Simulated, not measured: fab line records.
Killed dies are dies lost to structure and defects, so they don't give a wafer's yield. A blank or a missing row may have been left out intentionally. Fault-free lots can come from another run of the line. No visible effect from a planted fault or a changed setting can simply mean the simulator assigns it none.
fab line records ; flow n5_finfet
[record] lots = 6; wafers = 18; last_day = 19
route steps=1938 shown BEOL_M6@1219 PASSIVATION@1936
lots with no fault: from the same line, run without faults
start_h: start of the lot's first displayed wafer, in hours after the record's first day ; wait_h: hours elapsed since this lot's preceding step ; " identical to the entry in the row above ; L1.1+2: several wafers, shown together as one row ; - value missing, or start not given ; * or withheld: withheld ; < > ~ a bound
route shown NAME@n: a module of which the file shows steps, and the number in the route of the first ; usual: mean/standard deviation of fault-free wafers ; same: alike in all rows ; chamber/n: place in a boat ; sites: each site's reading ; _std_site: their standard deviation ; _edge_site: mean of outer sites minus mean of inner sites ; radius_mm: for every site, how far away it sits from the centre of the wafer ; mask NAME#n: copy n ; behind: tool/chamber where the wafer was last shaped ; hold: cause of the lot's hold/its duration in hours/its outcome ; device: the n, p or np transistor that did not switch ; end of line: at the end of the route, the tests of the same wafers ; where a step has no rows: the recipe by itself ; killed: dies lost to structure and defects at the first sort, not the wafer's yield ; map: a wafer's dies, marking killed ones x, the rest . and places with no die _
set.NAME: the run value of the setting; set.NAME@STEP: its run value at that earlier step ; model.NAME: the simulator's own value behind a step, which no gauge read
a table for each step, a row for each wafer; lots at some steps of the route
services: a tool's chamber out of use, with start hour (start_h, from the record's first day; less than 0 if before it), hours out, and reason
[[steps]]
[step N5_BEOL_M6_COAT_64]
[recipe] resist = SiARC; temp_c = 220; time_s = 60; spin_rpm = 1500; resist_thk_nm = 12
[step N5_BEOL_M6_COAT_71]
[recipe] resist = underlayer; temp_c = 205; time_s = 60; spin_rpm = 1500; resist_thk_nm = 5
[step N5_BEOL_M6_COAT_22]
[recipe] resist = CAR-EUV; spin_rpm = 1500; resist_thk_nm = 30
[step N5_BEOL_M6_EBR_24]
[recipe] solvent = PGMEA; ebr_width_mm = 1.5
[step N5_BEOL_M6_SOFTBAKE_23]
[recipe] temp_c = 110; time_s = 60; resist = CAR-EUV
[step N5_BEOL_M6_EXPOSE_25]
[recipe] mask_id = V5; na = 0.33; source_shape = annular; sigma_inner = 0.4; sigma_outer = 0.8; polarization = unpolarized; target_cd_nm = 40; dose_mj = 45
[step N5_BEOL_M6_PEB_26]
[recipe] peb_temp_c = 100; peb_time_s = 60; resist = CAR-EUV
[step N5_BEOL_M6_DEVELOP_27]
[recipe] develop_time_s = 30; developer = TMAH; resist = CAR-EUV; rinse_liquid = surfactant_rinse; dry = air_spin; dev_temp_c = 23
[step N5_BEOL_M6_CD_MEAS_28]
[recipe] target_cd_nm = 40; landing_energy_ev = 500; detector = se_inlens
[usual] cd_nm = 39.99/0.22
lot.wafer;tool;chamber;start_h;wait_h;cd_nm
L865.4;cd_sem-03;0;274.56;-;39.99
L865.5;cd_sem-03;0;274.56;-;39.90
L865.6;cd_sem-03;0;274.56;-;39.93
L868.1;cd_sem-02;0;278.43;-;39.80
L868.3;cd_sem-02;0;278.43;-;39.80
L868.6;cd_sem-02;0;278.43;-;39.80
L871.1;cd_sem-03;0;297.71;-;39.79
L871.2;cd_sem-03;0;297.71;-;40.24
L871.4;cd_sem-03;0;297.71;-;40.12
L873.1;cd_sem-01;0;299.51;-;40.13
L873.2;cd_sem-01;0;299.51;-;40.18
L873.3;cd_sem-01;0;299.51;-;40.01
L881.2;cd_sem-02;0;350.88;-;40.09
L881.3;cd_sem-02;0;350.88;-;39.79
L881.4;cd_sem-02;0;350.88;-;39.83
L882.1;cd_sem-02;0;365.16;-;39.78
L882.2;cd_sem-02;0;365.16;-;39.77
L882.4;cd_sem-02;0;365.16;-;40.12
[step N5_BEOL_M6_OVL_MEAS_29]
[recipe] points_per_wafer = 522
[usual] V5_OVL = -0.5/0.91
lot.wafer;tool;chamber;start_h;wait_h;V5_OVL[nm]
L865.4;overlay-01;0;274.60;0.0;-1.3
L865.5;overlay-01;0;274.60;0.0;0.1
L865.6;overlay-01;0;274.60;0.0;-1.6
L868.1;overlay-02;0;278.46;0.0;-2.4
L868.3;overlay-02;0;278.46;0.0;-2.2
L868.6;overlay-02;0;278.46;0.0;-1.6
L871.1;overlay-01;0;297.75;0.0;-1.1
L871.2;overlay-01;0;297.75;0.0;0.2
L871.4;overlay-01;0;297.75;0.0;0.8
L873.1;overlay-02;0;299.54;0.0;0.2
L873.2;overlay-02;0;299.54;0.0;0.3
L873.3;overlay-02;0;299.54;0.0;0.4
L881.2;overlay-01;0;350.91;0.0;0.0
L881.3;overlay-01;0;350.91;0.0;0.8
L881.4;overlay-01;0;350.91;0.0;-0.6
L882.1;overlay-01;0;365.19;0.0;-0.5
L882.2;overlay-01;0;365.19;0.0;-0.3
L882.4;overlay-01;0;365.19;0.0;-1.5
[step N5_BEOL_M6_INSPECT_30]
[recipe] mode = adi; inspect_instrument = brightfield
[usual] raw_defect_count = 451/99
lot.wafer;tool;chamber;start_h;wait_h;raw_defect_count
L865.4;defect_inspect-01;-;274.64;0.0;487
L865.5;defect_inspect-01;-;274.64;0.0;620
L865.6;defect_inspect-01;-;274.64;0.0;609
L868.1;defect_inspect-02;-;278.53;0.1;474
L868.3;defect_inspect-02;-;278.53;0.1;442
L868.6;defect_inspect-02;-;278.53;0.1;335
L871.1;defect_inspect-01;-;297.80;0.1;570
L871.2;defect_inspect-01;-;297.80;0.1;505
L871.4;defect_inspect-01;-;297.80;0.1;454
L873.1;defect_inspect-01;-;299.60;0.1;375
L873.2;defect_inspect-01;-;299.60;0.1;441
L873.3;defect_inspect-01;-;299.60;0.1;360
L881.2;defect_inspect-01;-;350.97;0.0;520
L881.3;defect_inspect-01;-;350.97;0.0;549
L881.4;defect_inspect-01;-;350.97;0.0;414
L882.1;defect_inspect-02;-;365.24;0.1;566
L882.2;defect_inspect-02;-;365.24;0.1;600
L882.4;defect_inspect-02;-;365.24;0.1;526
[step N5_BEOL_M6_DESCUM_33]
[recipe] chemistry = O2; time_s = 7; source_power_w = 50; bias_power_w = 20; pressure_mtorr = 20; rf_frequency_hz = 2.712e+07; temp_c = 40; resist = CAR-EUV; o2_flow_sccm = 225
[usual] drypump_motor_current_A = 5.6/0.46; oes_product_au = 0.82/0.092; rf_vpp_V = 243.4/1.2; showerhead_plenum_p_Torr = 2.11/0.069; throttle_valve_pct = 20.42/0.25
lot.wafer;tool;chamber;start_h;wait_h;drypump_motor_current_A;oes_product_au;rf_hours_counter_h;rf_vpp_V;showerhead_plenum_p_Torr;throttle_valve_pct
L865.4;rie_diel-04;1;274.92;0.3;5.7;0.74;210;242.4;2.05;20.42
L865.5;rie_diel-04;2;274.92;0.3;6.2;0.91;-;245.0;2.23;20.32
L865.6;rie_diel-04;3;274.92;0.3;6.0;0.87;-;243.1;2.13;20.50
L868.1;rie_diel-03;3;278.56;0.0;4.9;0.88;43;244.4;2.20;20.06
L868.3;rie_diel-03;2;278.56;0.0;5.2;0.70;218;242.7;1.99;20.82
L868.6;rie_diel-03;2;278.56;0.0;5.2;0.71;-;241.6;1.99;20.83
L871.1;rie_diel-03;1;298.20;0.4;5.8;0.96;5;242.6;2.05;20.00
L871.2;rie_diel-03;3;298.20;0.4;4.9;0.87;49;245.1;2.20;20.09
L871.4;rie_diel-03;2;298.20;0.4;5.2;0.70;224;242.5;1.99;20.83
L873.1;rie_diel-03;0;299.70;0.1;5.0;0.79;83;242.0;2.10;20.38
L873.2;rie_diel-03;3;299.70;0.1;4.8;0.87;50;244.9;2.20;20.08
L873.3;rie_diel-03;1;299.70;0.1;5.8;0.97;6;243.4;2.05;19.99
L881.2;rie_diel-02;0;351.27;0.3;6.4;0.75;145;243.8;2.11;20.91
L881.3;rie_diel-02;2;351.27;0.3;5.3;0.71;187;244.8;2.20;20.54
L881.4;rie_diel-02;0;351.27;0.3;6.3;0.75;-;243.1;2.11;20.89
L882.1;rie_diel-04;2;365.68;0.4;6.2;0.86;66;245.2;2.22;20.37
L882.2;rie_diel-04;3;365.68;0.4;6.0;0.84;83;243.4;2.12;20.55
L882.4;rie_diel-04;1;365.68;0.4;5.7;0.71;245;242.1;2.03;20.48
[step N5_BEOL_M6_ETCH_72]
[recipe] chemistry = N2/H2; target = underlayer; target_depth_a = 65; mask_material = CAR-EUV; time_s = 5.2; ion_energy_ev = 200; pressure_mtorr = 30; source_w = 840; bias_w = 150; n2_flow_sccm = 200; h2_flow_sccm = 200; ends = cleared
[usual] bias_w = 150.0/0.43; chamber_pressure_mTorr = 30.00/0.044; drypump_motor_current_A = 5.6/0.46; etch_rf_on_time_s = 5.16/0.18; oes_product_au = 0.69/0.071; rf_vpp_V = 524.6/2.7; showerhead_plenum_p_Torr = 2.56/0.087; throttle_valve_pct = 17.78/0.22
lot.wafer;tool;chamber;start_h;wait_h;bias_w;chamber_pressure_mTorr;drypump_motor_current_A;etch_rf_on_time_s;oes_product_au;rf_hours_counter_h;rf_vpp_V;showerhead_plenum_p_Torr;throttle_valve_pct
L865.4;rie_diel-04;1;274.95;0.0;149.8;30.00;5.7;4.94;0.63;210;524.2;2.53;18.07
L865.5;rie_diel-04;2;274.95;0.0;150.6;29.97;6.2;5.22;0.75;-;528.2;2.69;17.61
L865.6;rie_diel-04;3;274.95;0.0;151.0;30.03;6.0;5.32;0.73;-;523.5;2.60;17.91
L868.1;rie_diel-03;3;278.60;0.0;150.5;29.94;4.9;5.15;0.74;43;528.6;2.69;17.67
L868.3;rie_diel-03;2;278.60;0.0;149.8;30.06;5.2;5.03;0.60;218;519.7;2.40;17.98
L868.6;rie_diel-03;2;278.60;0.0;149.6;30.02;5.2;5.03;0.61;-;520.9;2.40;17.99
L871.1;rie_diel-03;1;298.24;0.0;-;-;-;-;-;-;-;-;-
L871.2;rie_diel-03;3;298.24;0.0;-;-;-;-;-;-;-;-;-
L871.4;rie_diel-03;2;298.24;0.0;-;-;-;-;-;-;-;-;-
L873.1;rie_diel-03;0;299.73;0.0;-;-;-;-;-;-;-;-;-
L873.2;rie_diel-03;3;299.73;0.0;-;-;-;-;-;-;-;-;-
L873.3;rie_diel-03;1;299.73;0.0;-;-;-;-;-;-;-;-;-
L881.2;rie_diel-02;0;351.31;0.0;150.5;29.99;6.3;5.09;0.65;145;521.6;2.52;17.92
L881.3;rie_diel-02;2;351.31;0.0;150.6;30.00;5.2;5.15;0.61;187;524.4;2.61;17.70
L881.4;rie_diel-02;0;351.31;0.0;149.9;29.97;6.3;5.08;0.66;-;520.5;2.52;17.92
L882.1;rie_diel-04;2;365.72;0.0;149.3;30.02;6.2;5.37;0.70;66;528.9;2.68;17.70
L882.2;rie_diel-04;3;365.72;0.0;149.9;30.00;6.0;5.35;0.70;83;524.4;2.59;17.97
L882.4;rie_diel-04;1;365.72;0.0;149.4;30.04;5.7;5.05;0.60;245;524.4;2.52;18.16
[step N5_BEOL_M6_ETCH_65]
[recipe] chemistry = CF4; target = SiARC; target_depth_a = 156; mask_material = CAR-EUV; time_s = 26; ion_energy_ev = 80; pressure_mtorr = 40; source_w = 545; bias_w = 36; Ar_flow_sccm = 100; cf4_flow_sccm = 100; ends = cleared
[usual] bias_w = 35.98/0.11; cf4_flow_sccm = 100.03/0.27; drypump_motor_current_A = 5.6/0.46; etch_rf_on_time_s = 25.8/0.79; oes_product_au = 0.70/0.072; rf_vpp_V = 184.3/1.2; showerhead_plenum_p_Torr = 2.16/0.064; throttle_valve_pct = 15.57/0.24
lot.wafer;tool;chamber;start_h;wait_h;bias_w;cf4_flow_sccm;drypump_motor_current_A;etch_rf_on_time_s;oes_product_au;rf_hours_counter_h;rf_vpp_V;showerhead_plenum_p_Torr;throttle_valve_pct
L865.4;rie_diel-04;1;274.97;0.0;35.94;100.28;5.7;25.2;0.63;210;183.0;2.12;15.78
L865.5;rie_diel-04;2;274.97;0.0;35.88;99.80;6.2;25.8;0.75;-;184.7;2.26;15.36
L865.6;rie_diel-04;3;274.97;0.0;35.96;100.37;5.9;26.9;0.73;-;182.4;2.16;15.53
L868.1;rie_diel-03;3;278.61;0.0;35.96;99.68;4.8;26.0;0.74;43;187.1;2.26;15.42
L868.3;rie_diel-03;2;278.61;0.0;36.14;99.84;5.2;25.2;0.60;218;182.0;2.04;15.97
L868.6;rie_diel-03;2;278.61;0.0;36.07;99.49;5.3;25.3;0.61;-;181.1;2.04;15.99
L871.1;rie_diel-03;1;298.25;0.0;35.75;99.66;5.8;26.6;0.80;5;182.8;2.10;15.10
L871.2;rie_diel-03;3;298.25;0.0;36.16;99.66;4.8;26.0;0.72;49;186.3;2.26;15.44
L871.4;rie_diel-03;2;298.25;0.0;36.06;99.79;5.2;24.8;0.60;224;181.7;2.04;16.00
L873.1;rie_diel-03;0;299.75;0.0;35.77;100.07;5.0;25.2;0.70;83;184.5;2.16;15.59
L873.2;rie_diel-03;3;299.75;0.0;35.97;99.53;4.8;26.0;0.72;50;185.5;2.26;15.44
L873.3;rie_diel-03;1;299.75;0.0;36.17;100.16;5.8;26.8;0.80;6;184.0;2.10;15.08
L881.2;rie_diel-02;0;351.32;0.0;35.87;100.34;6.4;25.1;0.66;145;185.2;2.15;15.97
L881.3;rie_diel-02;2;351.32;0.0;35.93;99.62;5.2;25.9;0.61;187;185.9;2.20;15.47
L881.4;rie_diel-02;0;351.32;0.0;35.97;100.22;6.3;25.4;0.65;-;184.3;2.15;15.97
L882.1;rie_diel-04;2;365.73;0.0;36.02;100.16;6.2;26.3;0.71;66;184.4;2.25;15.45
L882.2;rie_diel-04;3;365.73;0.0;35.94;100.02;6.0;26.9;0.69;83;184.5;2.15;15.60
L882.4;rie_diel-04;1;365.73;0.0;35.98;99.83;5.7;25.1;0.61;245;184.4;2.11;15.85
[step N5_PASSIVATION_PROBE_49]
[usual] defect_limited_yield = 91.2/1.4; killed_at_M0_to_M3 = 34/9.3; killed_at_M4_up = 14/5.9; killed_at_contacts = 14/5.7; killed_at_front_end = 38/10; killed_at_other = 4/3.2; killed_dies = 104/17; killed_open = 67/13; killed_short = 33/6.9; sort_bin_5_function = 5.2/1; sort_bin_6_memory = 3.3/0.61; sort_bin_8_speed = 0.3/1.8; sort_n_pass = 1069/52; sort_yield_pct = 91/4.4
[same] gross_dies = 1180; killed_at_back_side = 0; sort_bin_4_leakage[%] = 0
lot.wafer;tool;chamber;start_h;wait_h;defect_limited_yield[%];killed_at_M0_to_M3;killed_at_M4_up;killed_at_contacts;killed_at_front_end;killed_at_other;killed_dies;killed_open;killed_short;sort_bin_5_function[%];sort_bin_6_memory[%];sort_bin_8_speed[%];sort_n_pass;sort_yield_pct[%]
L865.4;prober-01;-;363.36;0.2;89.5;44;16;13;45;6;124;83;29;5.9;3.9;0;1056;89
L865.5;prober-01;-;363.41;0.2;91.6;32;13;18;36;0;99;66;24;4.6;3.7;0;1081;92
L865.6;prober-01;-;363.46;0.3;88.7;33;30;21;43;6;133;93;32;7.0;4.1;0;1047;89
L868.1;prober-01;-;371.95;0.0;90.5;42;24;3;43;0;112;79;31;5.4;3.6;0.1;1067;90
L868.3;prober-01;-;372.05;0.1;90.6;46;15;12;31;7;111;73;32;5.4;4.0;0;1069;91
L868.6;prober-01;-;372.20;0.3;93.5;21;13;5;36;2;77;42;30;2.9;3.3;0;1103;93
L871.1;prober-02;-;385.13;0.0;93.1;31;10;10;28;3;82;59;22;3.8;3.0;0;1098;93
L871.2;prober-02;-;385.18;0.1;92.6;30;12;15;26;4;87;42;39;4.8;2.4;0;1093;93
L871.4;prober-02;-;385.28;0.2;93.7;26;9;11;23;5;74;48;21;3.6;2.5;0;1106;94
L873.2;prober-02;-;398.66;0.1;93.2;22;9;8;34;7;80;45;33;3.9;2.5;0;1100;93
L873.3;prober-02;-;398.71;0.1;92.7;31;11;2;36;6;86;46;36;4.0;3.1;0;1094;93
L881.2;prober-02;-;438.45;0.1;92.4;24;9;15;38;4;90;56;25;4.1;3.1;0;1090;92
L881.3;prober-02;-;438.50;0.1;92.5;29;8;18;33;1;89;63;20;4.4;2.8;0;1091;92
L881.4;prober-02;-;438.55;0.2;93.1;23;8;8;40;3;82;48;28;4.2;2.3;0;1098;93
L882.1;prober-01;-;461.84;0.8;90.4;33;13;16;45;6;113;78;27;5.5;3.6;0;1067;90
L882.2;prober-01;-;461.89;0.8;92.5;41;8;10;26;4;89;58;29;4.5;2.7;0;1091;92
L882.4;prober-01;-;461.99;0.9;92.0;44;11;11;24;4;94;64;27;4.4;3.4;1.8;1065;90
// killed by level:class
L865.4 BEOL_M2:geometric_particle:open=15 BEOL_M3:geometric_particle:open=11 MOL_CONTACT_COAG:geometric_particle:open=10 FIN_SAQP:geometric_particle:open=8 BEOL_M4:geometric_particle:open=8 STI_FIN_REVEAL:geometric_particle:open=7 FIN_SAQP:geometric_particle:short=5 BEOL_M1:geometric_particle:open=5
L865.5 MOL_CONTACT_COAG:geometric_particle:open=11 BEOL_M2:geometric_particle:open=11 FIN_SAQP:geometric_particle:open=8 BEOL_M0_SAQP:geometric_particle:open=6 STI_FIN_REVEAL:geometric_particle:open=5 STARTING-WAFER:geometric_particle:open=5 FIN_SAQP:geometric_particle:short=4 GATE_CUT:geometric_particle:short=4
L865.6 MOL_CONTACT_COAG:geometric_particle:open=16 BEOL_M4:geometric_particle:open=16 FIN_SAQP:geometric_particle:open=9 STI_FIN_REVEAL:geometric_particle:open=9 BEOL_M0_SAQP:geometric_particle:open=9 BEOL_M2:geometric_particle:open=6 BEOL_M3:geometric_particle:short=6 GATE_CUT:geometric_particle:short=4
L868.1 BEOL_M4:geometric_particle:open=10 BEOL_M0_SAQP:geometric_particle:open=9 BEOL_M2:geometric_particle:open=9 STI_FIN_REVEAL:geometric_particle:open=8 FIN_SAQP:geometric_particle:open=7 BEOL_M0_SAQP:geometric_particle:short=7 BEOL_M1:geometric_particle:open=6 DUMMY_GATE:geometric_particle:open=5
L868.3 BEOL_M0_SAQP:geometric_particle:open=14 BEOL_M3:geometric_particle:open=10 MOL_CONTACT_COAG:geometric_particle:open=8 BEOL_M0_SAQP:geometric_particle:short=7 FIN_SAQP:geometric_particle:open=6 FIN_SAQP:geometric_particle:short=6 DUMMY_GATE:geometric_particle:open=5 BEOL_M1:geometric_particle:open=5
L868.6 DUMMY_GATE:geometric_particle:open=7 FIN_SAQP:geometric_particle:short=6 STI_FIN_REVEAL:geometric_particle:open=6 BEOL_M0_SAQP:geometric_particle:open=6 BEOL_M0_SAQP:geometric_particle:short=5 FIN_SAQP:geometric_particle:open=4 STARTING-WAFER:geometric_particle:short=4 SDB:geometric_particle:short=3
L871.1 BEOL_M3:geometric_particle:open=11 MOL_CONTACT_COAG:geometric_particle:open=9 BEOL_M2:geometric_particle:open=9 FIN_SAQP:geometric_particle:open=6 STARTING-WAFER:geometric_particle:short=5 DUMMY_GATE:geometric_particle:open=4 BEOL_M5:geometric_particle:open=4 BEOL_M0_SAQP:geometric_particle:open=3
L871.2 MOL_CONTACT_COAG:geometric_particle:open=9 BEOL_M0_SAQP:geometric_particle:short=8 FIN_SAQP:geometric_particle:short=6 GATE_CUT:geometric_particle:short=6 MOL_CONTACT_COAG:geometric_particle:short=6 BEOL_M0_SAQP:geometric_particle:open=6 BEOL_M1:geometric_particle:open=6 FIN_SAQP:geometric_particle:open=4
L871.4 MOL_CONTACT_COAG:geometric_particle:open=10 BEOL_M2:geometric_particle:open=7 FIN_SAQP:geometric_particle:open=6 BEOL_M0_SAQP:geometric_particle:open=6 BEOL_M0_SAQP:geometric_particle:short=5 PAD_METAL:geometric_particle:open=4 FIN_SAQP:geometric_particle:short=3 STI_FIN_REVEAL:geometric_particle:open=3
L873.2 FIN_SAQP:geometric_particle:short=7 STI_FIN_REVEAL:geometric_particle:open=5 BEOL_M3:geometric_particle:open=5 MOL_CONTACT_COAG:geometric_particle:short=4 MOL_CONTACT_COAG:geometric_particle:open=4 PAD_METAL:geometric_particle:open=4 FIN_SAQP:geometric_particle:open=3 ILD0:geometric_particle:short=3
L873.3 STI_FIN_REVEAL:geometric_particle:open=8 GATE_CUT:geometric_particle:short=8 BEOL_M1:geometric_particle:open=8 BEOL_M4:geometric_particle:open=7 BEOL_M1:geometric_particle:short=6 BEOL_M3:geometric_particle:open=6 BEOL_M0_SAQP:geometric_particle:short=5 DUMMY_GATE:geometric_particle:open=4
L881.2 MOL_CONTACT_COAG:geometric_particle:open=12 STI_FIN_REVEAL:geometric_particle:open=9 BEOL_M0_SAQP:geometric_particle:short=9 DUMMY_GATE:geometric_particle:open=6 GATE_CUT:geometric_particle:open=6 GATE_CUT:geometric_particle:short=5 BEOL_M2:geometric_particle:open=5 BEOL_M0_SAQP:geometric_particle:open=4
L881.3 MOL_CONTACT_COAG:geometric_particle:open=12 STI_FIN_REVEAL:geometric_particle:open=11 BEOL_M2:geometric_particle:open=8 FIN_SAQP:geometric_particle:open=6 MOL_CONTACT_COAG:geometric_particle:short=5 BEOL_M1:geometric_particle:open=4 BEOL_M0_SAQP:geometric_particle:open=4 GATE_CUT:geometric_particle:open=3
L881.4 STI_FIN_REVEAL:geometric_particle:open=11 BEOL_M0_SAQP:geometric_particle:open=8 STI_FIN_REVEAL:geometric_particle:short=7 MOL_CONTACT_COAG:geometric_particle:open=6 BEOL_M3:geometric_particle:open=6 GATE_CUT:geometric_particle:open=4 GATE_CUT:geometric_particle:short=4 BEOL_M0_SAQP:geometric_particle:short=4
L882.1 FIN_SAQP:geometric_particle:open=17 BEOL_M2:geometric_particle:open=12 MOL_CONTACT_COAG:geometric_particle:open=12 DUMMY_GATE:geometric_particle:open=7 STI_FIN_REVEAL:geometric_particle:open=5 BEOL_M0_SAQP:geometric_particle:short=5 BEOL_M0_SAQP:geometric_particle:open=5 PASSIVATION:area_etch=5
L882.2 FIN_SAQP:geometric_particle:open=10 MOL_CONTACT_COAG:geometric_particle:open=10 BEOL_M2:geometric_particle:open=10 BEOL_M0_SAQP:geometric_particle:short=8 BEOL_M0_SAQP:geometric_particle:open=6 BEOL_M1:geometric_particle:open=6 FIN_SAQP:geometric_particle:short=3 GATE_CUT:geometric_particle:open=3
L882.4 BEOL_M0_SAQP:geometric_particle:open=14 BEOL_M2:geometric_particle:open=11 BEOL_M0_SAQP:geometric_particle:short=9 MOL_CONTACT_COAG:geometric_particle:open=8 BEOL_M4:geometric_particle:open=8 FIN_SAQP:geometric_particle:open=6 STARTING-WAFER:geometric_particle:short=5 FIN_SAQP:geometric_particle:short=3
[[services]]
tool;chamber;start_h;hours;kind
rie_diel-03;1;263.46;-;clean
rie_diel-03;1;263.46;-;consumable_replace:focus_ring
rie_diel-02;1;286.15;11.8;repair
rie_diel-04;0;302.78;-;clean
rie_diel-04;0;302.78;-;consumable_replace:focus_ring
rie_diel-04;0;302.78;21.6;scheduled_down
rie_diel-04;0;302.78;21.6;vent_cycle
rie_diel-02;3;333.88;28.2;repair
rie_diel-03;1;359.08;5.1;repair
[[key]]
[first_sign] step = N5_BEOL_M6_ETCH_72; reading = tool_record; direction = missing
effect none on later readings
met_at N5_BEOL_M6_ETCH_72
struck_wafers L871.1,L871.2,L871.4,L873.1,L873.2,L873.3
onset_between 278.60 298.24
[fault] kind = skipped_step_whole; tool = rie_diel-03; chamber = -; onset_h = 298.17; steps = N5_BEOL_M6_ETCH_72; scope = struck_lots_only
